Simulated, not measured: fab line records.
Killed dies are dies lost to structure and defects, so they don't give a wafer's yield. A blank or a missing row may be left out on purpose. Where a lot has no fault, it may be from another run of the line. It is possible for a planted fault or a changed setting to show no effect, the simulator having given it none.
fab line records	flow nandHarc
[record] lots = 6	wafers = 17	lastDay = 32
route steps=1302 shown A_DECK1_JOINT@539 A_ONON_D2@545 END@1302
lots that met no fault: from a run of the same line without faults
startH: hours from the record's opening day to when the first of the lot's shown wafers began	waitH: time in hours since the lot's previous step	" unchanged from the row above	L1.1+2: one row covering several wafers at once	- value missing, or start not given	* or withheld: withheld	< > ~ a bound
route shown NAME@n: NAME is a module with steps in the file, n the number in the route of the first one	usual: mean and standard deviation over wafers with no fault	same: alike in all rows	chamber/n: place in a boat	sites: the reading at each site	_std_site: standard deviation across them	_edge_site: outer sites' mean less inner sites'	radiusMm: for every site, how far away it sits from the centre of the wafer	mask NAME#n: copy n	behind: the tool/chamber that last shaped the wafer	hold: cause of the lot's hold/its duration in hours/its outcome	device: which transistor (n, p or np) failed to switch	end of line: tests run on the same wafers once the route is complete	where a step has no rows: the recipe by itself	killed: dies that structure and defects cost at the first sort, which is not the same as the wafer's yield	map: shows each die of a wafer: x if killed, . if not, _ if none is there
set.NAME: the setting the step ran with; set.NAME@STEP: the setting that earlier step ran with	model.NAME: the simulator's own value behind a step, which no gauge read
lots at some steps of the route; a table a step, a row a wafer
services: when a tool's chamber went out of use (startH, in hours from the record's first day, below 0 if earlier), for how many hours, and the reason
[[steps]]
[step NHARC_A_DECK1_JOINT_CMP_02]
[recipe] material = SiOx
[usual] motorCurrentA = 12.2/1
lot.wafer	tool	chamber	startH	waitH	motorCurrentA
L830.1	cmp-03	1	352.34	0.4	12.7
L830.3	"	2	"	"	12.9
L830.6	"	0	"	"	11.2
L831.3	cmp-03	3	363.62	0.4	9.7
L831.4	"	1	"	"	12.9
L837.2	cmp-04	2	416.64	0.4	12.7
L837.4	"	3	"	"	10.8
L837.5	"	1	"	"	12.4
L836.1	cmp-03	0	419.18	0.4	11.9
L836.3	"	1	"	"	12.9
L836.6	"	0	"	"	12.1
L838.2	cmp-04	0	431.43	0.4	11.8
L838.5	"	0	"	"	12.1
L838.6	"	1	"	"	12.2
L840.3	cmp-03	1	462.45	0.4	12.9
L840.5	"	1	"	"	13.7
L840.6	"	2	"	"	13.4
[step NHARC_A_DECK1_JOINT_SRD_15]
[step NHARC_A_DECK1_JOINT_DEP_16]
[recipe] targetThkA = 450	tempC = 400	pressureTorr = 6.5	rfW = 900	teosFlowSccm = 161.4	flowSccm = 2650	targetThkNm = 45	gas = O2	material = SiO2
[usual] heaterPowerW = 531/99	throttleValvePct = 15.7/0.68
lot.wafer	tool	chamber	startH	waitH	heaterPowerW	throttleValvePct
L830.3	pecvd-01	0	352.68	0.1	569	15.0
L830.1	"	2	"	"	332	14.6
L830.6	"	2	"	"	341	14.7
L831.3	pecvd-03	2	364.04	0.1	545	16.5
L831.4	"	2	"	"	536	16.4
L837.2	pecvd-01	1	417.01	0.1	546	16.3
L837.4	"	2	"	"	362	15.3
L837.5	"	0	"	"	559	15.3
L836.3	pecvd-01	1	419.57	0.1	559	16.5
L836.1	"	0	"	"	552	15.4
L836.6	"	1	"	"	551	16.4
L838.2	pecvd-03	0	431.88	0.1	769	15.5
L838.5	"	1	"	"	403	16.9
L838.6	"	0	"	"	741	15.2
L840.3	pecvd-01	2	462.90	0.1	446	15.1
L840.6	"	0	"	"	530	15.5
L840.5	"	1	"	"	557	16.5
[step NHARC_A_DECK1_JOINT_THK_MEAS_17]
[recipe] thkMeasGauge = ellipsometry
[usual] thkNm = 45.3/1.2
lot.wafer	tool	chamber	startH	waitH	thkNm
L830.1	filmMetro-02	-	352.96	0.2	46.5
L830.3	"	-	"	"	44.4
L830.6	"	-	"	"	44.2
L831.3	filmMetro-01	-	364.29	0.2	46.2
L831.4	"	-	"	"	43.8
L837.2	filmMetro-01	-	417.29	0.3	47.0
L837.4	"	-	"	"	45.0
L837.5	"	-	"	"	44.9
L836.1	filmMetro-01	-	419.85	0.2	44.4
L836.3	"	-	"	"	44.6
L836.6	"	-	"	"	46.1
L838.2	filmMetro-02	-	432.10	0.2	45.5
L838.5	"	-	"	"	46.1
L838.6	"	-	"	"	44.5
L840.3	filmMetro-02	-	463.13	0.2	44.9
L840.5	"	-	"	"	45.4
L840.6	"	-	"	"	47.3
[step NHARC_A_DECK1_JOINT_INSPECT_05]
[usual] rawDefectCount = 359/160
lot.wafer	tool	chamber	startH	waitH	rawDefectCount
L830.1	defectInspect-01	-	352.99	0.0	156
L830.3	"	-	"	"	157
L830.6	"	-	"	"	153
L831.3	defectInspect-02	-	364.33	0.0	262
L831.4	"	-	"	"	225
L837.2	defectInspect-01	-	417.33	0.0	395
L837.4	"	-	"	"	298
L837.5	"	-	"	"	208
L836.1	defectInspect-01	-	419.89	0.0	1064
L836.3	"	-	"	"	440
L836.6	"	-	"	"	448
L838.2	defectInspect-02	-	432.14	0.0	335
L838.5	"	-	"	"	354
L838.6	"	-	"	"	462
L840.3	defectInspect-02	-	463.16	0.0	207
L840.5	"	-	"	"	447
L840.6	"	-	"	"	333
[step NHARC_A_ONON_D2_DEP_00]
[recipe] targetThkA = 10000	n2FlowSccm = 2750	n2oFlowSccm = 2000	nh3FlowSccm = 500	sih4FlowSccm = 210	tempC = 400
[step NHARC_A_ONON_D2_THK_MEAS_02]
[recipe] thkMeasGauge = ellipsometry
[usual] thkNm = 1002/12
lot.wafer	tool	chamber	startH	waitH	thkNm
L830.1	filmMetro-02	-	353.57	-	1000
L830.3	"	-	"	"	998
L830.6	"	-	"	"	1000
L831.3	filmMetro-02	-	364.90	-	1001
L831.4	"	-	"	"	1002
L837.2	filmMetro-01	-	417.91	-	1022
L837.4	"	-	"	"	1023
L837.5	"	-	"	"	1022
L836.1	filmMetro-02	-	420.52	-	1010
L836.3	"	-	"	"	1009
L836.6	"	-	"	"	1008
L838.2	filmMetro-02	-	432.71	-	995
L838.5	"	-	"	"	992
L838.6	"	-	"	"	993
L840.3	filmMetro-02	-	463.74	-	1029
L840.5	"	-	"	"	1029
L840.6	"	-	"	"	1030
[step NHARC_A_ONON_D2_DEP_03]
[recipe] targetThkA = 10000	n2FlowSccm = 2750	n2oFlowSccm = 2000	nh3FlowSccm = 500	sih4FlowSccm = 210	tempC = 400
[step NHARC_A_ONON_D2_THK_MEAS_05]
[recipe] thkMeasGauge = ellipsometry
[usual] thkNm = 1000/9.4
lot.wafer	tool	chamber	startH	waitH	thkNm
L830.1	filmMetro-02	-	354.14	-	997
L830.3	"	-	"	"	997
L830.6	"	-	"	"	998
L831.3	filmMetro-01	-	365.47	-	992
L831.4	"	-	"	"	990
L837.2	filmMetro-02	-	418.47	-	997
L837.4	"	-	"	"	998
L837.5	"	-	"	"	999
L836.1	filmMetro-01	-	421.09	-	1006
L836.3	"	-	"	"	1004
L836.6	"	-	"	"	1004
L838.2	filmMetro-01	-	433.28	-	1014
L838.5	"	-	"	"	1015
L838.6	"	-	"	"	1013
L840.3	filmMetro-02	-	464.30	-	988
L840.5	"	-	"	"	987
L840.6	"	-	"	"	987
[step NHARC_A_ONON_D2_DEP_06]
[recipe] targetThkA = 10000	n2FlowSccm = 2750	n2oFlowSccm = 2000	nh3FlowSccm = 500	sih4FlowSccm = 210	tempC = 400
[step NHARC_A_ONON_D2_THK_MEAS_08]
[recipe] thkMeasGauge = ellipsometry
[usual] thkNm = 999/9.5
lot.wafer	tool	chamber	startH	waitH	thkNm
L830.1	filmMetro-02	-	354.70	-	995
L830.3	"	-	"	"	996
L830.6	"	-	"	"	995
L831.3	filmMetro-02	-	366.03	-	1023
L831.4	"	-	"	"	1023
L837.2	filmMetro-01	-	419.03	-	1000
L837.4	"	-	"	"	1000
L837.5	"	-	"	"	1000
L836.1	filmMetro-01	-	421.65	-	1000
L836.3	"	-	"	"	1000
L836.6	"	-	"	"	999
L838.2	filmMetro-01	-	433.85	-	991
L838.5	"	-	"	"	993
L838.6	"	-	"	"	992
L840.3	filmMetro-02	-	464.89	-	993
L840.5	"	-	"	"	994
L840.6	"	-	"	"	994
[step NHARC_A_ONON_D2_DEP_09]
[recipe] targetThkA = 10000	n2FlowSccm = 2750	n2oFlowSccm = 2000	nh3FlowSccm = 500	sih4FlowSccm = 210	tempC = 400
lot.wafer	tool	chamber	startH	waitH
L830.1+3+6	pecvdOnon-03	0	354.76	0.1
L831.3+4	pecvdOnon-03	0	366.20	0.2
L837.2+4+5	pecvdOnon-01	0	419.14	0.1
L836.1+3+6	pecvdOnon-04	0	421.71	0.1
L838.2+5+6	pecvdOnon-03	0	433.96	0.1
L840.3+5+6	pecvdOnon-01	0	465.06	0.2
[step NHARC_A_ONON_D2_THK_MEAS_11]
[recipe] thkMeasGauge = ellipsometry
[usual] thkNm = 1000/10
lot.wafer	tool	chamber	startH	waitH	thkNm
L830.1	filmMetro-02	-	355.26	-	1003
L830.3	"	-	"	"	1003
L830.6	"	-	"	"	1430
L831.3	filmMetro-02	-	366.60	-	972
L831.4	"	-	"	"	1399
L837.2	filmMetro-01	-	419.59	-	998
L837.4	"	-	"	"	999
L837.5	"	-	"	"	999
L836.1	filmMetro-02	-	422.21	-	1008
L836.3	"	-	"	"	1009
L836.6	"	-	"	"	1009
L838.2	filmMetro-01	-	434.41	-	1014
L838.5	"	-	"	"	1012
L838.6	"	-	"	"	1013
L840.3	filmMetro-02	-	465.46	-	1010
L840.5	"	-	"	"	1011
L840.6	"	-	"	"	1010
[step NHARC_A_ONON_D2_DEP_12]
[recipe] targetThkA = 10000	n2FlowSccm = 2750	n2oFlowSccm = 2000	nh3FlowSccm = 500	sih4FlowSccm = 210	tempC = 400
[step NHARC_END_SORT_01]
[recipe] tempC = 25
[usual] killedAtArray = 55/23	killedAtOther = 1.0/1.2	killedAtPeriphery = 3.2/2.7	killedDies = 59/23	killedOpen = 3.1/1.6	killedShort = 2.2/1.5
[same] grossDies = 677
lot.wafer	tool	chamber	startH	waitH	killedAtArray	killedAtOther	killedAtPeriphery	killedDies	killedOpen	killedShort
L830.1	prober-01	0	649.55	2.5	25	0	2	27	1	4
L830.3	prober-01	0	651.16	3.1	21	0	7	28	5	2
L830.6	prober-01	0	653.57	4.0	675	1	1	677	2	1
L831.3	prober-01	0	658.98	3.1	38	0	1	39	3	2
L831.4	prober-01	0	659.78	3.4	664	3	10	677	1	2
L837.2	prober-01	0	695.55	2.8	41	2	2	45	3	5
L837.4	prober-01	0	697.16	3.4	46	2	1	49	2	1
L837.5	prober-01	0	697.97	3.7	33	2	5	40	3	2
L836.1	prober-02	0	698.61	6.3	54	2	13	69	1	2
L836.3	prober-02	0	700.21	6.9	57	4	2	63	6	0
L836.6	prober-02	0	702.61	7.8	58	2	6	66	5	1
L838.2	prober-01	0	735.78	2.8	67	0	1	68	3	1
L838.5	prober-01	0	738.18	3.7	65	0	1	66	2	1
L838.6	prober-01	0	738.98	4.0	72	0	1	73	0	5
// killed by level:class
L830.1 A_CHANNEL_HOLE_D2:chamberFilmFlake=8 A_STAIRCASE:chamberFilmFlake=4 A_CONTACT:chamberFilmFlake=3 A_ONON_D1:geometricParticle:short=2 P_GATE:chamberFilmFlake=2 A_CHANNEL_HOLE_D1:chamberFilmFlake=2 A_SLIT:chamberFilmFlake=2 A_CHANNEL_FILL_D1:geometricParticle:open=1
L830.3 A_CHANNEL_HOLE_D2:chamberFilmFlake=10 P_GATE:chamberFilmFlake=4 A_CHANNEL_HOLE_D1:chamberFilmFlake=2 P_CONTACT:geometricParticle:open=1 A_ONON_D1:geometricParticle:open=1 A_CHANNEL_FILL_D1:geometricParticle:open=1 A_SGD_CUT:geometricParticle:short=1 A_WL_FILL:geometricParticle:short=1
L830.6 A_ONON_D2:areaDep=656 A_CHANNEL_HOLE_D2:chamberFilmFlake=10 A_CHANNEL_HOLE_D1:chamberFilmFlake=4 A_STAIRCASE:chamberFilmFlake=3 A_ONON_D1:geometricParticle:open=1 A_M1:geometricParticle:open=1 STARTING-WAFER:geometricParticle:short=1 P_GATE:chamberFilmFlake=1
L831.3 A_CHANNEL_HOLE_D2:chamberFilmFlake=10 A_CONTACT:chamberFilmFlake=9 A_CHANNEL_HOLE_D1:chamberFilmFlake=7 A_STAIRCASE:chamberFilmFlake=3 A_SLIT:chamberFilmFlake=2 P_GATE:geometricParticle:open=1 A_SOURCE_PLATE:geometricParticle:short=1 A_CHANNEL_HOLE_D1:geometricParticle:short=1
L831.4 A_ONON_D2:areaDep=624 A_CHANNEL_HOLE_D2:chamberFilmFlake=22 A_CHANNEL_HOLE_D1:chamberFilmFlake=5 P_ZERO_WELL:chamberFilmFlake=4 A_CONTACT:chamberFilmFlake=4 A_M0:chamberFilmFlake=3 P_CONTACT:chamberFilmFlake=2 A_CHANNEL_FILL_D1:chamberFilmFlake=2
L837.2 A_CHANNEL_HOLE_D2:chamberFilmFlake=18 A_CHANNEL_HOLE_D1:chamberFilmFlake=6 A_SLIT:chamberFilmFlake=6 A_WL_FILL:geometricParticle:short=2 A_STAIRCASE:chamberFilmFlake=2 P_M1:geometricParticle:short=1 A_ONON_D1:geometricParticle:open=1 A_CHANNEL_HOLE_D1:geometricParticle:short=1
L837.4 A_CHANNEL_HOLE_D2:chamberFilmFlake=21 A_CHANNEL_HOLE_D1:chamberFilmFlake=9 A_SLIT:chamberFilmFlake=5 A_CONTACT:chamberFilmFlake=3 THIN_TSV:chamberFilmFlake=2 A_ONON_D1:geometricParticle:open=1 A_DECK1_JOINT:geometricParticle:open=1 A_WL_FILL:geometricParticle:short=1
L837.5 A_CHANNEL_HOLE_D2:chamberFilmFlake=19 A_CHANNEL_HOLE_D1:chamberFilmFlake=4 A_CONTACT:chamberFilmFlake=4 THIN_TSV:chamberFilmFlake=2 P_GATE:geometricParticle:open=1 P_M0:geometricParticle:open=1 A_CHANNEL_FILL_D2:geometricParticle:short=1 A_CHANNEL_FILL_D2:geometricParticle:open=1
L836.1 A_CHANNEL_HOLE_D1:chamberFilmFlake=34 A_STAIRCASE:chamberFilmFlake=8 P_GATE:chamberFilmFlake=5 A_CHANNEL_HOLE_D2:chamberFilmFlake=4 P_M0:chamberFilmFlake=3 A_CONTACT:chamberFilmFlake=3 P_ZERO_WELL:chamberFilmFlake=2 P_M2:chamberFilmFlake=2
L836.3 A_CHANNEL_HOLE_D1:chamberFilmFlake=31 A_SLIT:chamberFilmFlake=7 A_CONTACT:chamberFilmFlake=4 THIN_TSV:chamberFilmFlake=4 A_CHANNEL_HOLE_D2:chamberFilmFlake=3 A_STAIRCASE:chamberFilmFlake=3 A_DECK1_JOINT:geometricParticle:open=2 P_GATE:chamberFilmFlake=2
L836.6 A_CHANNEL_HOLE_D1:chamberFilmFlake=35 A_SLIT:chamberFilmFlake=4 A_STAIRCASE:chamberFilmFlake=4 A_CONTACT:chamberFilmFlake=4 P_GATE:chamberFilmFlake=2 A_M1:chamberFilmFlake=2 A_BONDPAD:chamberFilmFlake=2 THIN_TSV:chamberFilmFlake=2
L838.2 A_CHANNEL_HOLE_D1:chamberFilmFlake=30 A_SLIT:chamberFilmFlake=23 A_STAIRCASE:chamberFilmFlake=5 A_CONTACT:chamberFilmFlake=5 A_SOURCE_PLATE:geometricParticle:open=1 A_CHANNEL_HOLE_D1:geometricParticle:open=1 A_CHANNEL_FILL_D1:geometricParticle:short=1 A_CHANNEL_FILL_D2:geometricParticle:open=1
L838.5 A_SLIT:chamberFilmFlake=29 A_CHANNEL_HOLE_D1:chamberFilmFlake=24 A_STAIRCASE:chamberFilmFlake=4 A_CONTACT:chamberFilmFlake=4 A_CHANNEL_FILL_D1:geometricParticle:open=1 A_SGD_CUT:geometricParticle:short=1 A_CONTACT:geometricParticle:open=1 P_ZERO_WELL:chamberFilmFlake=1
L838.6 A_CHANNEL_HOLE_D1:chamberFilmFlake=31 A_SLIT:chamberFilmFlake=25 A_STAIRCASE:chamberFilmFlake=5 A_DECK1_JOINT:chamberFilmFlake=4 A_CONTACT:chamberFilmFlake=3 P_CONTACT:geometricParticle:short=1 A_ONON_D1:geometricParticle:short=1 A_CHANNEL_HOLE_D1:geometricParticle:short=1
// map L830.6 (x killed, . not)
____________x____________
_________xxxxxxx_________
_______xxxxxxxxxxx_______
______xxxxxxxxxxxxx______
_____xxxxxxxxxxxxxxx_____
____xxxxxxxxxxxxxxxxx____
____xxxxxxxxxxxxxxxxx____
___xxxxxxxxxxxxxxxxxxx___
___xxxxxxxxxxxxxxxxxxx___
__xxxxxxxxxxxxxxxxxxxxx__
__xxxxxxxxxxxxxxxxxxxxx__
_xxxxxxxxxxxxxxxxxxxxxxx_
_xxxxxxxxxxxxxxxxxxxxxxx_
_xxxxxxxxxxxxxxxxxxxxxxx_
_xxxxxxxxxxxxxxxxxxxxxxx_
_xxxxxxxxxxxxxxxxxxxxxxx_
xxxxxxxxxxxxxxxxxxxxxxxxx
xxxxxxxxxxxxxxxxxxxxxxxxx
xxxxxxxxxxxxxxxxxxxxxxxxx
xxxxxxxxxxxxxxxxxxxxxxxxx
xxxxxxxxxxxxxxxxxxxxxxxxx
_xxxxxxxxxxxxxxxxxxxxxxx_
_xxxxxxxxxxxxxxxxxxxxxxx_
_xxxxxxxxxxxxxxxxxxxxxxx_
_xxxxxxxxxxxxxxxxxxxxxxx_
_xxxxxxxxxxxxxxxxxxxxxxx_
__xxxxxxxxxxxxxxxxxxxxx__
__xxxxxxxxxxxxxxxxxxxxx__
___xxxxxxxxxxxxxxxxxxx___
___xxxxxxxxxxxxxxxxxxx___
____xxxxxxxxxxxxxxxxx____
____xxxxxxxxxxxxxxxxx____
_____xxxxxxxxxxxxxxx_____
______xxxxxxxxxxxxx______
_______xxxxxxxxxxx_______
_________xxxxxxx_________
____________x____________
// map L831.4 (x killed, . not)
____________x____________
_________xxxxxxx_________
_______xxxxxxxxxxx_______
______xxxxxxxxxxxxx______
_____xxxxxxxxxxxxxxx_____
____xxxxxxxxxxxxxxxxx____
____xxxxxxxxxxxxxxxxx____
___xxxxxxxxxxxxxxxxxxx___
___xxxxxxxxxxxxxxxxxxx___
__xxxxxxxxxxxxxxxxxxxxx__
__xxxxxxxxxxxxxxxxxxxxx__
_xxxxxxxxxxxxxxxxxxxxxxx_
_xxxxxxxxxxxxxxxxxxxxxxx_
_xxxxxxxxxxxxxxxxxxxxxxx_
_xxxxxxxxxxxxxxxxxxxxxxx_
_xxxxxxxxxxxxxxxxxxxxxxx_
xxxxxxxxxxxxxxxxxxxxxxxxx
xxxxxxxxxxxxxxxxxxxxxxxxx
xxxxxxxxxxxxxxxxxxxxxxxxx
xxxxxxxxxxxxxxxxxxxxxxxxx
xxxxxxxxxxxxxxxxxxxxxxxxx
_xxxxxxxxxxxxxxxxxxxxxxx_
_xxxxxxxxxxxxxxxxxxxxxxx_
_xxxxxxxxxxxxxxxxxxxxxxx_
_xxxxxxxxxxxxxxxxxxxxxxx_
_xxxxxxxxxxxxxxxxxxxxxxx_
__xxxxxxxxxxxxxxxxxxxxx__
__xxxxxxxxxxxxxxxxxxxxx__
___xxxxxxxxxxxxxxxxxxx___
___xxxxxxxxxxxxxxxxxxx___
____xxxxxxxxxxxxxxxxx____
____xxxxxxxxxxxxxxxxx____
_____xxxxxxxxxxxxxxx_____
______xxxxxxxxxxxxx______
_______xxxxxxxxxxx_______
_________xxxxxxx_________
____________x____________
[[services]]
tool	chamber	startH	hours	kind
pecvd-01	-	347.28	0.4	repair
cmp-03	-	358.46	4.0	pm
cmp-03	-	362.46	-	consumableReplace:conditioner
cmp-03	-	362.46	-	consumableReplace:pad
pecvd-01	-	364.87	0.7	repair
pecvd-03	-	366.14	13.0	pm
pecvd-03	0	366.14	13.0	ventCycle
pecvd-03	1	366.14	13.0	ventCycle
pecvd-03	2	366.14	13.0	ventCycle
pecvd-01	-	375.38	1.4	repair
pecvd-03	0	379.14	-	clean
cmp-04	-	405.00	4.0	pm
pecvdOnon-03	-	408.00	13.0	pm
cmp-04	-	409.00	-	consumableReplace:conditioner
cmp-04	-	409.00	-	consumableReplace:pad
cmp-04	-	413.24	2.7	repair
pecvd-01	-	426.63	0.7	repair
cmp-04	-	440.00	4.8	repair
cmp-03	-	443.92	2.4	repair
pecvdOnon-01	-	450.00	13.0	pm
cmp-03	-	456.46	4.0	pm
cmp-03	-	460.46	-	consumableReplace:conditioner
cmp-03	-	460.46	-	consumableReplace:pad
cmp-04	-	461.58	11.3	repair
[[key]]
[firstSign] step = NHARC_A_ONON_D2_THK_MEAS_11	reading = thkNm	direction = up	sigmas = 41	usual = 1000	struck = 1415
[effect] step = NHARC_END_SORT_01	reading = killedAtArray	direction = up	sigmas = 27	usual = 55	struck = 670
[moreKillsBornAt] NHARC_A_ONON_D2_DEP_09@pecvdOnon-03 = 1280
metAt NHARC_A_ONON_D2_DEP_09
struckWafers L830.6,L831.4
laterRowsLeftOut L830.6,L831.4
testerLeftOut L830,L831
[fault] kind = processParameterDrift	tool = pecvdOnon-03	chamber = -	onsetH = 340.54	steps = NHARC_A_ONON_D2_DEP_09	channel = targetThkA	offset = *	shape = step	endH = 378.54	scope = struckWafersOnly	actsIn = *	stated = *
// testerLeftOut: of these lots the tester's yield and bins aren't shown, on N5 and GAA mostly nor the transistor test; their killed dies are dies lost to structure and defects alone, not to doping, threshold or leakage, so they don't give the yield
// laterRowsLeftOut: the simulator's readings of these wafers behind a module that went badly wrong aren't trusted and aren't shown, but for the sort
